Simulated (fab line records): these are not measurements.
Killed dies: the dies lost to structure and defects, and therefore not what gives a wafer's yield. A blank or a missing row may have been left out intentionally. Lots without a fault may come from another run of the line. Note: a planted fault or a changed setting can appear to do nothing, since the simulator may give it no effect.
fab line records ; flow n5Finfet
[record] lots = 11; wafers = 31; lastDay = 17
route steps=1938 shown MIM_TOP_LITHO@1849 PASSIVATION@1901
lots that met no fault: from a run of the same line without faults
startH: the number of hours between the record's first day and the start of the first shown wafer of the lot ; waitH: hours since the lot's step before ; " repeats the value in the row above ; L1.1+2: a single row standing in for several wafers ; - no value, or no start was given ; * or withheld: withheld ; < > ~ a bound
route shown NAME@n: names a module that has steps shown in the file, with the first one's number in the route ; usual: mean and standard deviation over wafers with no fault ; same: alike in all rows ; chamber/n: place in a boat ; sites: the reading at each site ; _std_site: the values' standard deviation ; _edge_site: inner sites' mean taken away from outer sites' mean ; radiusMm: how far each site lies from the wafer's centre ; mask NAME#n: copy n ; behind: the tool/chamber that last shaped the wafer ; hold: the reason the lot was held/the length of the hold in hours/how it ended ; device: transistor that didn't switch, given as n, p or np ; end of line: the route-end tests of the same wafers ; for a step that has no rows: nothing shown but its recipe ; killed: dies lost to structure and defects at the first sort, not the wafer's yield ; map: a wafer's dies, marking killed ones x, the rest . and places with no die _
set.NAME: setting as actually run; set.NAME@STEP: the setting as run at that earlier step ; model.NAME: the simulator's own value behind a step, which no gauge read
a sample of lots followed through the steps of the route, with each step as a table and each wafer as a row
services: from which hour (startH, from the record's first day; less than 0 if before it) a tool's chamber was out of use, for how many hours, and why
[[steps]]
[step N5_MIM_TOP_LITHO_INSPECT_12]
[recipe] mode = adi; inspectInstrument = macro
[usual] rawDefectCount = 2.1/1.4
lot.wafer;tool;chamber;startH;waitH;rawDefectCount
L200.2;defectInspect-01;-;251.43;0.0;4
L200.3;defectInspect-01;-;251.43;0.0;2
L200.6;defectInspect-01;-;251.43;0.0;3
L201.2;defectInspect-01;-;272.03;0.0;2
L201.5;defectInspect-01;-;272.03;0.0;2
L201.6;defectInspect-01;-;272.03;0.0;2
L204.1;defectInspect-01;-;286.21;0.0;3
L204.2;defectInspect-01;-;286.21;0.0;1
L204.4;defectInspect-01;-;286.21;0.0;4
L205.2;defectInspect-01;-;290.58;0.0;3
L205.3;defectInspect-01;-;290.58;0.0;1
L205.6;defectInspect-01;-;290.58;0.0;2
L213.2;defectInspect-01;-;333.36;0.0;2
L213.4;defectInspect-01;-;333.36;0.0;3
L213.6;defectInspect-01;-;333.36;0.0;0
L214.2;defectInspect-01;-;334.76;0.0;1
L214.3;defectInspect-01;-;334.76;0.0;3
L214.6;defectInspect-01;-;334.76;0.0;2
L216.1;defectInspect-01;-;357.27;0.0;1
L216.2;defectInspect-01;-;357.27;0.0;5
L217.1;defectInspect-01;-;367.35;0.0;0
L217.2;defectInspect-01;-;367.35;0.0;5
L219.4;defectInspect-01;-;373.96;0.0;5
L219.5;defectInspect-01;-;373.96;0.0;2
L219.6;defectInspect-01;-;373.96;0.0;2
L220.2;defectInspect-01;-;377.11;0.0;1
L220.3;defectInspect-01;-;377.11;0.0;4
L220.5;defectInspect-01;-;377.11;0.0;1
L222.3;defectInspect-02;-;398.55;0.0;1
L222.4;defectInspect-02;-;398.55;0.0;2
L222.6;defectInspect-02;-;398.55;0.0;1
[step N5_MIM_TOP_LITHO_DESCUM_10]
[recipe] chemistry = O2; timeS = 7.9; sourcePowerW = 50; biasPowerW = 20; pressureMtorr = 20; rfFrequencyHz = 2.712e+07; tempC = 40; o2FlowSccm = 225
[usual] drypumpMotorCurrentA = 5.9/0.42; oesProductAu = 0.83/0.073; rfFwdPowerW = 49.68/0.17; rfVppV = 243.1/1.1; showerheadPlenumPTorr = 2.10/0.049; throttleValvePct = 20.43/0.29
[same] timeS = 7.9
lot.wafer;tool;chamber;startH;waitH;drypumpMotorCurrentA;oesProductAu;rfFwdPowerW;rfHoursCounterH;rfVppV;showerheadPlenumPTorr;throttleValvePct
L200.2;rieDiel-04;0;251.46;0.0;5.9;0.88;49.61;47;243.2;2.12;19.93
L200.3;rieDiel-04;1;251.46;0.0;6.6;0.80;49.59;90;241.5;2.02;20.43
L200.6;rieDiel-04;1;251.46;0.0;6.6;0.80;49.79;-;241.8;2.02;20.42
L201.2;rieDiel-04;3;272.15;0.1;5.2;0.94;49.63;9;242.8;2.04;20.53
L201.5;rieDiel-04;0;272.15;0.1;5.8;0.86;49.78;-;241.9;2.12;19.95
L201.6;rieDiel-04;1;272.15;0.1;6.6;0.79;49.78;-;241.2;2.02;20.41
L204.1;rieDiel-02;2;286.60;0.4;6.0;0.77;49.73;128;244.0;2.11;20.24
L204.2;rieDiel-02;3;286.60;0.4;5.6;0.99;49.58;1;244.2;2.13;20.04
L204.4;rieDiel-02;1;286.60;0.4;6.3;0.82;50.02;77;243.0;2.13;20.60
L205.2;rieDiel-01;2;290.71;0.1;6.5;0.88;49.55;43;244.4;2.12;20.10
L205.3;rieDiel-01;3;290.71;0.1;5.6;0.76;49.76;163;242.9;2.10;20.89
L205.6;rieDiel-01;3;290.71;0.1;5.6;0.77;49.71;-;242.1;2.10;20.91
L213.2;rieDiel-02;3;333.53;0.2;5.6;0.93;49.89;16;242.3;2.12;20.06
L213.4;rieDiel-02;0;333.53;0.2;5.9;0.72;49.50;221;243.3;2.08;20.77
L213.6;rieDiel-02;3;333.53;0.2;5.6;0.93;49.66;-;243.6;2.12;20.05
L214.2;rieDiel-04;2;334.92;0.2;5.4;0.89;49.54;33;243.2;2.15;20.57
L214.3;rieDiel-04;1;334.92;0.2;6.5;0.77;49.92;120;241.6;2.01;20.45
L214.6;rieDiel-04;3;334.92;0.2;5.2;0.90;49.96;-;241.5;2.03;20.57
L216.1;rieDiel-01;3;357.31;0.0;5.6;0.74;49.67;190;242.9;2.10;20.95
L216.2;rieDiel-01;2;357.31;0.0;6.4;0.83;49.49;69;243.1;2.11;20.12
L217.1;rieDiel-04;1;367.39;0.0;6.6;0.75;49.50;132;241.8;2.01;20.47
L217.2;rieDiel-04;0;367.39;0.0;5.9;0.80;49.76;92;242.5;2.11;20.01
L219.4;rieDiel-02;3;374.00;0.0;5.6;0.91;49.80;29;242.4;2.12;20.10
L219.5;rieDiel-02;0;374.00;0.0;5.9;0.70;49.43;-;243.6;2.07;20.78
L219.6;rieDiel-02;3;374.00;0.0;5.6;0.90;49.95;-;243.5;2.12;20.08
L220.2;rieDiel-04;0;377.15;0.0;5.9;0.81;49.69;95;242.0;2.11;20.03
L220.3;rieDiel-04;2;377.15;0.0;5.4;0.88;50.03;47;243.3;2.15;20.58
L220.5;rieDiel-04;1;377.15;0.0;6.6;0.75;49.36;-;241.2;2.01;20.49
L222.3;rieDiel-01;3;398.58;0.0;5.6;0.73;49.86;204;241.2;2.09;20.97
L222.4;rieDiel-01;0;398.58;0.0;5.9;0.91;49.74;31;245.5;2.25;20.66
L222.6;rieDiel-01;0;398.58;0.0;5.9;0.91;49.72;-;244.6;2.25;20.67
[step N5_PASSIVATION_EXPOSE_27]
[recipe] maskId = PAD; na = 0.55; sourceShape = conventional; sigmaOuter = 0.8; polarization = unpolarized; defocusNm = 0; doseMj = 32.3
[usual] exposureDoseMJCm2 = 32.31/0.031
lot.wafer;tool;chamber;startH;waitH;mask;exposureDoseMJCm2
L200.2;krfScanner-02;0;258.34;-;PAD#0;32.32
L200.3;krfScanner-02;0;258.34;-;PAD#0;32.26
L200.6;krfScanner-02;0;258.34;-;PAD#0;32.28
L201.2;krfScanner-02;0;276.28;-;PAD#0;32.32
L201.5;krfScanner-02;0;276.28;-;PAD#0;32.29
L201.6;krfScanner-02;0;276.28;-;PAD#0;32.28
L204.1;krfScanner-02;0;291.23;-;PAD#0;32.34
L204.2;krfScanner-02;0;291.23;-;PAD#0;32.33
L204.4;krfScanner-02;0;291.23;-;PAD#0;32.27
L205.2;krfScanner-02;0;295.19;-;PAD#0;32.29
L205.3;krfScanner-02;0;295.19;-;PAD#0;32.29
L205.6;krfScanner-02;0;295.19;-;PAD#0;32.29
L213.2;krfScanner-02;0;339.34;-;PAD#0;33.42
L213.4;krfScanner-02;0;339.34;-;PAD#0;33.46
L213.6;krfScanner-02;0;339.34;-;PAD#0;33.44
L214.2;krfScanner-02;0;339.37;-;PAD#0;33.45
L214.3;krfScanner-02;0;339.37;-;PAD#0;33.40
L214.6;krfScanner-02;0;339.37;-;PAD#0;33.41
L216.1;krfScanner-01;0;362.62;-;PAD#0;32.34
L216.2;krfScanner-01;0;362.62;-;PAD#0;32.31
L217.1;krfScanner-01;0;373.20;-;PAD#0;32.31
L217.2;krfScanner-01;0;373.20;-;PAD#0;32.32
L219.4;krfScanner-01;0;377.37;-;PAD#0;32.31
L219.5;krfScanner-01;0;377.37;-;PAD#0;32.31
L219.6;krfScanner-01;0;377.37;-;PAD#0;32.23
L220.2;krfScanner-01;0;384.29;-;PAD#0;32.29
L220.3;krfScanner-01;0;384.29;-;PAD#0;32.39
L220.5;krfScanner-01;0;384.29;-;PAD#0;32.34
L222.3;krfScanner-01;0;404.67;-;PAD#0;32.28
L222.4;krfScanner-01;0;404.67;-;PAD#0;32.27
L222.6;krfScanner-01;0;404.67;-;PAD#0;32.32
[step N5_PASSIVATION_CD_MEAS_30]
[recipe] targetCdNm = 4000; landingEnergyEv = 500; detector = seInlens; polarity = opening
[usual] cdNm = 4001.1/1.9
[same] landingEnergyEv = 500
lot.wafer;tool;chamber;startH;waitH;cdNm
L200.2;cdSem-02;0;258.51;-;4004.2
L200.3;cdSem-02;0;258.51;-;4004.9
L200.6;cdSem-02;0;258.51;-;4004.7
L201.2;cdSem-02;0;276.45;-;4003.5
L201.5;cdSem-02;0;276.45;-;4002.3
L201.6;cdSem-02;0;276.45;-;4003.4
L204.1;cdSem-01;0;291.40;-;4002.3
L204.2;cdSem-01;0;291.40;-;4000.2
L204.4;cdSem-01;0;291.40;-;4000.5
L205.2;cdSem-02;0;295.37;-;4000.0
L205.3;cdSem-02;0;295.37;-;3996.7
L205.6;cdSem-02;0;295.37;-;4000.0
L213.2;cdSem-01;0;339.51;-;4010.6
L213.4;cdSem-01;0;339.51;-;4008.5
L213.6;cdSem-01;0;339.51;-;4006.5
L214.2;cdSem-03;0;339.54;-;4010.6
L214.3;cdSem-03;0;339.54;-;4006.6
L214.6;cdSem-03;0;339.54;-;4005.8
L216.1;cdSem-01;0;362.80;-;3998.5
L216.2;cdSem-01;0;362.80;-;3998.5
L217.1;cdSem-01;0;373.38;-;4002.1
L217.2;cdSem-01;0;373.38;-;4000.9
L219.4;cdSem-02;0;377.54;-;4000.8
L219.5;cdSem-02;0;377.54;-;4000.5
L219.6;cdSem-02;0;377.54;-;4001.3
L220.2;cdSem-02;0;384.46;-;4002.0
L220.3;cdSem-02;0;384.46;-;4003.8
L220.5;cdSem-02;0;384.46;-;4003.0
L222.3;cdSem-02;0;404.84;-;4001.0
L222.4;cdSem-02;0;404.84;-;4000.5
L222.6;cdSem-02;0;404.84;-;3999.0
[step N5_PASSIVATION_OVL_MEAS_63]
[recipe] pointsPerWafer = 44
[usual] PAD_OVL = 2/6.3
lot.wafer;tool;chamber;startH;waitH;PAD_OVL[nm]
L200.2;overlay-01;0;258.54;0.0;6
L200.3;overlay-01;0;258.54;0.0;9
L200.6;overlay-01;0;258.54;0.0;9
L201.2;overlay-02;0;276.48;0.0;2
L201.5;overlay-02;0;276.48;0.0;0
L201.6;overlay-02;0;276.48;0.0;5
L204.1;overlay-01;0;291.44;0.0;-5
L204.2;overlay-01;0;291.44;0.0;-7
L204.4;overlay-01;0;291.44;0.0;-4
L205.2;overlay-01;0;295.40;0.0;4
L205.3;overlay-01;0;295.40;0.0;5
L205.6;overlay-01;0;295.40;0.0;0
L213.2;overlay-02;0;339.54;0.0;1
L213.4;overlay-02;0;339.54;0.0;2
L213.6;overlay-02;0;339.54;0.0;2
L214.2;overlay-01;0;339.57;0.0;-2
L214.3;overlay-01;0;339.57;0.0;-4
L214.6;overlay-01;0;339.57;0.0;-4
L216.1;overlay-01;0;362.83;0.0;2
L216.2;overlay-01;0;362.83;0.0;2
L217.1;overlay-01;0;373.41;0.0;3
L217.2;overlay-01;0;373.41;0.0;4
L219.4;overlay-02;0;377.56;0.0;9
L219.5;overlay-02;0;377.56;0.0;5
L219.6;overlay-02;0;377.56;0.0;1
L220.2;overlay-01;0;384.49;0.0;0
L220.3;overlay-01;0;384.49;0.0;-2
L220.5;overlay-01;0;384.49;0.0;-2
L222.3;overlay-01;0;404.87;0.0;-8
L222.4;overlay-01;0;404.87;0.0;3
L222.6;overlay-01;0;404.87;0.0;5
[step N5_PASSIVATION_PROBE_49]
[usual] defectLimitedYield = 91.1/1.4; killed_at_M0_to_M3 = 33/9.1; killed_at_M4_up = 14/5.6; killedAtContacts = 13/5.7; killedAtFrontEnd = 42/12; killedAtOther = 4/3; killedDies = 105/16; killedOpen = 69/11; killedShort = 34/7.5; sort_bin_5_function = 5.2/0.91; sort_bin_6_memory = 3.3/0.64; sort_bin_8_speed = 0.0/0.37; sortNPass = 1075/16; sortYieldPct = 91.1/1.4
[same] grossDies = 1180; killedAtBackSide = 0; sort_bin_4_leakage[%] = 0
lot.wafer;tool;chamber;startH;waitH;defectLimitedYield[%];killed_at_M0_to_M3;killed_at_M4_up;killedAtContacts;killedAtFrontEnd;killedAtOther;killedDies;killedOpen;killedShort;sort_bin_5_function[%];sort_bin_6_memory[%];sort_bin_8_speed[%];sortNPass;sortYieldPct[%]
L204.1;prober-01;-;296.94;0.0;90.0;31;14;31;33;9;118;75;43;5.8;3.9;0;1062;90.0
L204.2;prober-01;-;296.99;0.1;91.4;34;19;13;31;4;101;66;34;4.9;3.4;0;1079;91.4
L204.4;prober-01;-;297.09;0.2;90.5;53;12;9;31;7;112;69;42;5.0;4.2;0;1068;90.5
L214.2;prober-02;-;346.04;0.1;90.8;27;26;3;51;1;108;77;30;5.3;3.6;0;1072;90.8
// killed by level:class
L204.1 MOL_CONTACT_COAG:geometricParticle:open=27 BEOL_M0_SAQP:geometricParticle:short=13 BEOL_M4:geometricParticle:open=6 DUMMY_GATE:geometricParticle:open=5 BEOL_M2:geometricParticle:open=5 FIN_SAQP:geometricParticle:short=4 GATE_CUT:geometricParticle:open=4 MOL_CONTACT_COAG:geometricParticle:short=4
L204.2 BEOL_M4:geometricParticle:open=10 MOL_CONTACT_COAG:geometricParticle:open=9 BEOL_M3:geometricParticle:open=8 BEOL_M0_SAQP:geometricParticle:open=7 BEOL_M0_SAQP:geometricParticle:short=6 DUMMY_GATE:geometricParticle:open=5 MOL_CONTACT_COAG:geometricParticle:short=4 BEOL_M2:geometricParticle:open=4
L204.4 BEOL_M0_SAQP:geometricParticle:short=12 BEOL_M1:geometricParticle:open=10 BEOL_M2:geometricParticle:open=8 BEOL_M3:geometricParticle:open=8 FIN_SAQP:geometricParticle:short=7 MOL_CONTACT_COAG:geometricParticle:open=7 BEOL_M0_SAQP:geometricParticle:open=7 GATE_CUT:geometricParticle:short=6
L214.2 STI_FIN_REVEAL:geometricParticle:open=18 BEOL_M2:geometricParticle:open=10 BEOL_M4:geometricParticle:open=10 FIN_SAQP:geometricParticle:short=6 FIN_SAQP:geometricParticle:open=6 GATE_CUT:geometricParticle:short=6 BEOL_M0_SAQP:geometricParticle:short=5 BEOL_M0_SAQP:geometricParticle:open=5
[[services]]
tool;chamber;startH;hours;kind
rieDiel-02;2;231.84;21.6;repair
krfScanner-01;-;234.57;0.8;pm
rieDiel-04;3;234.81;-;clean
rieDiel-04;3;234.81;-;consumableReplace:focusRing
rieDiel-04;3;234.81;14.7;scheduledDown
rieDiel-04;3;234.81;14.7;ventCycle
krfScanner-01;-;241.14;30.8;repair
rieDiel-02;3;264.19;-;clean
rieDiel-02;3;264.19;-;consumableReplace:focusRing
rieDiel-02;3;264.19;19.1;scheduledDown
rieDiel-02;3;264.19;19.1;ventCycle
rieDiel-04;2;265.77;9.3;repair
krfScanner-02;-;271.90;1.3;pm
krfScanner-01;-;273.20;1.0;pm
rieDiel-01;0;286.63;-;clean
krfScanner-02;0;295.55;-;calibration
krfScanner-01;0;295.99;-;calibration
krfScanner-02;-;314.32;0.8;pm
krfScanner-01;-;333.71;1.3;pm
krfScanner-01;-;338.26;3.8;repair
krfScanner-02;-;344.09;0.4;repair
krfScanner-02;-;360.11;1.2;repair
krfScanner-02;-;379.18;1.0;pm
krfScanner-01;-;403.37;0.8;pm
[[key]]
[firstSign] step = N5_PASSIVATION_EXPOSE_27; reading = exposureDoseMJCm2; direction = up; sigmas = 37; usual = 32.31; struck = 33.43
[effect] step = N5_PASSIVATION_CD_MEAS_30; reading = cdNm; direction = up; sigmas = 3.7; usual = 4001.1; struck = 4008.1
metAt N5_PASSIVATION_EXPOSE_27
struckLots L213,L214
notActingAt N5_MIM_TOP_LITHO_INSPECT_12,N5_MIM_TOP_LITHO_DESCUM_10,N5_PASSIVATION_OVL_MEAS_63
onsetBetween 295.19 339.34
[fault] kind = processParameterDrift; tool = krfScanner-02; chamber = -; onsetH = 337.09; steps = N5_PASSIVATION_EXPOSE_27; channel = doseMj; offset = 1.1224; shape = step; actsIn = theseRecipesOnly; stated = 32.3
